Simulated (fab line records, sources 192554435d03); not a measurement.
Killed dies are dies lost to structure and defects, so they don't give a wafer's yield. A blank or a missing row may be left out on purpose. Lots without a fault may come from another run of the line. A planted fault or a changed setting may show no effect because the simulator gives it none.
fab line records | flow n5_finfet | part 2 of 2: steps 23 to 26 of 26
record lots=6 wafers=18 last_day=17
route steps=1938 shown BEOL_M0_SAQP@642 BEOL_M4@1111
lots that met no fault: from a run of the same line without faults
start_h: hours from the record's first day to the start of the lot's first wafer shown | wait_h: hours since the lot's step before | " the same as in the row above | L1.1+2: a row that stands for several wafers | - no value, or no start given | * or withheld: withheld | < > ~ a bound
route shown NAME@n: a module of which the file shows steps, and the number in the route of the first | usual: mean/standard deviation of fault-free wafers | same: alike in all rows | chamber/n: place in a boat | sites: the reading at each site | _std_site: their standard deviation | _edge_site: outer sites' mean less inner sites' | radius_mm: how far each site lies from the wafer's centre | mask NAME#n: copy n | behind: the tool/chamber that last shaped the wafer | hold: why the lot was held/for how many hours/how that ended | device: the transistor (n, p or np) that didn't switch | end of line: the same wafers' tests at the end of the route | a step without rows: its recipe alone | killed: dies lost to structure and defects at the first sort, not the wafer's yield | map: a wafer's dies, x killed, . not, _ none there
set.NAME: the setting as run; set.NAME@STEP: as run at that earlier step | model.NAME: the simulator's own value behind a step, which no gauge read
lots at some steps of the route; a table a step, a row a wafer
services: from which hour (start_h, from the record's first day; less than 0 if before it) a tool's chamber was out of use, for how many hours, and why
## steps
# step N5_BEOL_M0_SAQP_MANDREL1_REMOVE_100
# recipe chemistry=HBr/Cl2/O2 bt_time_s=10 target=a-Si stop_on=SiNx endpoint=OES-SiCl over_etch_frac=0.85 icp_w=600 bias_w=30 HBr_flow_sccm=150 Cl2_flow_sccm=80 O2_flow_sccm=5 pressure_mtorr=10
# usual chamber_pressure_mTorr=10.001/0.0087 drypump_motor_current_A=5.8/0.53 he_backside_leak_sccm=2.8/0.45 oes_product_au=1.011/0.015 throttle_valve_pct=36.7/0.33
# columns lot.wafer tool chamber start_h wait_h chamber_pressure_mTorr drypump_motor_current_A he_backside_leak_sccm oes_product_au rf_hours_counter_h throttle_valve_pct
L192.2 rie_si-06 3 150.60 0.1 10.002 5.5 2.6 1.027 67 36.7
L192.4 " 0 " " 10.005 6.7 2.6 1.030 170 37.2
L192.5 " 3 " " 9.997 5.6 2.6 1.014 - 36.7
L193.1 rie_si-04 3 158.89 0.1 10.002 5.7 2.6 0.999 119 37.2
L193.4 " 0 " " 10.014 6.0 2.9 1.016 182 36.6
L193.5 " 2 " " 9.995 5.4 2.3 1.002 - 36.7
L199.1 rie_si-06 0 193.86 0.1 9.993 6.7 2.4 0.380 171 37.2
L199.3 " 1 " " 10.004 6.7 3.0 0.370 108 36.3
L199.5 " 2 " " 10.005 5.0 2.8 0.385 - 37.0
L200.1 rie_si-04 1 201.03 0.1 9.998 5.9 2.2 0.379 51 36.7
L200.4 " 0 " " 9.988 6.0 3.3 0.378 183 36.6
L200.5 " 0 " " 9.992 6.0 3.1 0.367 - 36.6
L206.1 rie_si-06 3 236.14 0.1 9.997 5.5 2.8 1.023 69 36.7
L206.4 " 1 " " 9.986 6.7 3.1 1.022 109 36.3
L206.6 " 2 " " 10.009 5.0 2.4 1.018 - 37.0
L208.1 rie_si-06 1 247.32 0.1 9.990 6.7 3.0 1.016 109 36.3
L208.2 " 3 " " 10.001 5.6 2.7 1.025 69 36.7
L208.5 " 0 " " 10.012 6.7 2.6 1.025 - 37.2
# step N5_BEOL_M0_SAQP_CD_MEAS_25
# recipe target_cd_nm=13.1 landing_energy_ev=1000 detector=se_inlens
# usual cd_nm=12.78/0.25
# columns lot.wafer tool chamber start_h wait_h cd_nm
L192.2 cd_sem-01 0 150.72 0.1 12.71
L192.4 " 0 " " 12.65
L192.5 " 0 " " 12.79
L193.1 cd_sem-02 0 159.00 0.1 13.01
L193.4 " 0 " " 12.42
L193.5 " 0 " " 12.76
L199.1 cd_sem-01 0 193.97 0.1 -
L199.3 " 0 " " -
L199.5 " 0 " " -
L200.1 cd_sem-01 0 201.15 0.1 -
L200.4 " 0 " " -
L200.5 " 0 " " -
L206.1 cd_sem-03 0 236.25 0.1 12.38
L206.4 " 0 " " 12.76
L206.6 " 0 " " 13.30
L208.1 cd_sem-01 0 247.44 0.1 13.04
L208.2 " 0 " " 12.76
L208.5 " 0 " " 12.68
# step N5_BEOL_M0_SAQP_ETCH_101
# recipe chemistry=CH3F/O2 target=SiNx mask_material=SiO2 target_depth_a=299 time_s=42.7 pressure_mtorr=30 source_w=395 bias_w=73 Ar_flow_sccm=150 CH3F_flow_sccm=30 O2_flow_sccm=20 ion_energy_ev=120
# usual CH3F_flow_sccm=30.01/0.094 O2_flow_sccm=20.00/0.063 chamber_pressure_mTorr=30.001/0.027 drypump_motor_current_A=5.76/0.27 oes_product_au=0.78/0.075 rf_vpp_V=299/5.9 showerhead_plenum_p_Torr=2.00/0.066 throttle_valve_pct=16.39/0.19
# same time_s=42.7
# columns lot.wafer tool chamber start_h wait_h CH3F_flow_sccm O2_flow_sccm chamber_pressure_mTorr drypump_motor_current_A oes_product_au rf_hours_counter_h rf_vpp_V showerhead_plenum_p_Torr throttle_valve_pct
L192.2 rie_diel-05 0 150.79 0.1 29.93 20.04 29.976 5.84 0.79 135 294 1.92 16.58
L192.4 " 0 " " 30.06 19.99 29.973 5.85 0.79 - 295 1.92 16.57
L192.5 " 3 " " 30.05 20.01 29.997 6.10 0.95 - 309 2.13 16.35
L193.1 rie_diel-05 0 159.04 0.0 30.09 20.02 29.966 5.84 0.78 138 293 1.92 16.56
L193.4 " 1 " " 30.09 19.98 29.967 5.71 0.74 154 307 1.98 16.02
L193.5 " 1 " " 29.88 19.97 29.994 5.72 0.75 - 305 1.98 16.00
L199.1 rie_diel-05 3 194.16 0.2 29.96 20.03 30.025 6.10 0.89 17 308 2.13 16.38
L199.3 " 2 " " 29.96 19.96 30.004 5.60 0.87 60 298 2.03 16.19
L199.5 " 2 " " 29.89 20.00 30.041 5.61 0.86 - 296 2.03 16.20
L200.1 rie_diel-05 2 201.19 0.0 29.84 19.94 30.032 5.59 0.86 61 295 2.03 16.20
L200.4 " 0 " " 29.99 20.00 30.035 5.85 0.77 152 295 1.92 16.61
L200.5 " 2 " " 29.96 20.04 30.013 5.58 0.86 - 298 2.03 16.22
L206.1 rie_diel-05 3 236.29 0.0 30.05 19.93 29.969 6.14 0.85 33 308 2.12 16.42
L206.4 " 1 " " 29.81 20.03 29.968 5.73 0.72 - 305 1.97 16.06
L206.6 " 0 " " 30.05 19.93 29.977 5.85 0.75 - 292 1.91 16.61
L208.1 rie_diel-05 3 247.48 0.0 30.15 19.96 29.981 6.11 0.85 36 307 2.12 16.43
L208.2 " 1 " " 29.96 20.01 29.982 5.70 0.72 185 306 1.97 16.06
L208.5 " 2 " " 30.00 19.95 29.982 5.59 0.85 - 296 2.02 16.22
# step N5_BEOL_M4_RC_MEAS_101
# usual DIBL_N=36.6/2.1 DIBL_P=36.3/2.2 IOFF_N=0.16/0.036 IOFF_P=0.21/0.038 ION_N=671/12 ION_P=460/7.5 SS_N=71.8/0.72 SS_P=73.3/0.72 VT_N=250/3.2 VT_P=-250/3.5
# columns lot.wafer tool chamber start_h wait_h DIBL_N[mV/V] DIBL_P[mV/V] IOFF_N[nA/um] IOFF_P[nA/um] ION_N[uA/um] ION_P[uA/um] SS_N[mV/dec] SS_P[mV/dec] VT_N[mV] VT_P[mV]
L193.1 prober-01 0 208.95 0.0 34.1 33.5 0.14 0.18 662 451 70.5 73.2 252 -253
L193.4 " 0 " " 34.2 35.0 0.14 0.20 673 466 70.8 72.8 251 -253
L193.5 " 0 " " 33.3 33.0 0.13 0.18 665 458 70.1 72.7 251 -253
L192.2 prober-02 0 212.71 0.2 40.5 39.7 0.24 0.29 704 478 71.8 74.3 242 -245
L192.4 " 0 " " 37.3 36.8 0.15 0.24 663 464 72.6 73.3 251 -247
L192.5 " 0 " " 36.8 36.2 0.15 0.24 663 458 71.6 73.5 249 -248
L206.1 prober-01 0 290.79 0.0 36.8 35.6 0.16 0.24 669 462 71.5 73.6 249 -249
L206.4 " 0 " " 33.8 31.9 0.11 0.18 635 448 71.4 71.7 256 -249
L206.6 " 0 " " 34.5 32.6 0.13 0.19 668 458 71.1 72.1 250 -248
L208.1 prober-02 0 299.96 0.0 34.6 33.4 0.13 0.20 673 467 70.8 72.5 250 -248
L208.2 " 0 " " 34.7 33.6 0.14 0.20 670 467 71.4 73.4 250 -249
L208.5 " 0 " " 33.6 32.9 0.12 0.19 658 463 70.4 73.4 255 -250
## services
# columns tool chamber start_h hours kind
rie_diel-03 2 125.25 - clean
rie_diel-03 2 125.25 - consumable_replace:focus_ring
rie_diel-03 2 125.25 - consumable_replace:showerhead
rie_diel-03 2 125.25 35.9 scheduled_down
rie_diel-03 2 125.25 35.9 vent_cycle
rie_diel-05 3 126.60 - clean
rie_diel-05 3 126.60 - consumable_replace:focus_ring
rie_diel-05 3 126.60 - consumable_replace:showerhead
rie_diel-05 3 126.60 13.2 scheduled_down
rie_diel-05 3 126.60 13.2 vent_cycle
ald_sin-03 0 143.95 2.6 repair
rie_diel-05 2 147.57 7.4 repair
rie_si-04 - 179.37 2.8 pm
ald_sin-01 - 179.83 6.1 pm
ald_sin-02 0 181.20 4.4 repair
ald_sin-02 - 193.37 2.7 repair
rie_si-04 2 193.93 5.0 repair
rie_diel-03 2 214.25 38.8 repair
rie_si-01 0 235.90 6.3 repair
ald_sin-03 1 238.22 2.6 repair
## key
first_sign step=N5_BEOL_M0_SAQP_ETCH_84 reading=tool_record direction=missing
effect step=N5_BEOL_M0_SAQP_HM_OPEN_112 reading=oes_product_au direction=down sigmas=4.1 usual=0.51 struck=0.30
effect step=N5_BEOL_M0_SAQP_MANDREL_ETCH_20 reading=oes_product_au direction=down sigmas=37 usual=0.780 struck=0.328
effect step=N5_BEOL_M0_SAQP_MANDREL1_REMOVE_100 reading=oes_product_au direction=down sigmas=42 usual=1.011 struck=0.376
effect step=N5_BEOL_M0_SAQP_CD_MEAS_25 reading=cd_nm direction=missing
model_effect step=N5_BEOL_M0_SAQP_ETCH_84 value=CAR-ArF_of_BEOL_M0_SAQP_COAT_08.thk_nm without=0 struck=55.27
model_effect step=N5_BEOL_M0_SAQP_HM_OPEN_112 value=SiARC_of_BEOL_M0_SAQP_COAT_82.thk_nm without=4.5 struck=10.33
met_at N5_BEOL_M0_SAQP_ETCH_84
struck_wafers L199.1,L199.3,L199.5,L200.1,L200.4,L200.5
later_rows_left_out L199.1,L199.3,L199.5,L200.1,L200.4,L200.5
sort_left_out L199.1,L199.3,L199.5,L200.1,L200.4,L200.5
onset_between 157.53 192.47
fault kind=skipped_step_whole tool=rie_diel-03,rie_diel-05 chamber=- onset_h=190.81 steps=N5_BEOL_M0_SAQP_ETCH_84 scope=struck_lots_only
# sort_left_out: the simulated sort isn't trusted on such a fault, so these wafers' sort isn't shown, and their yield isn't known
# later_rows_left_out: the simulator's readings of these wafers behind a module that went badly wrong aren't trusted and aren't shown, but for the sort
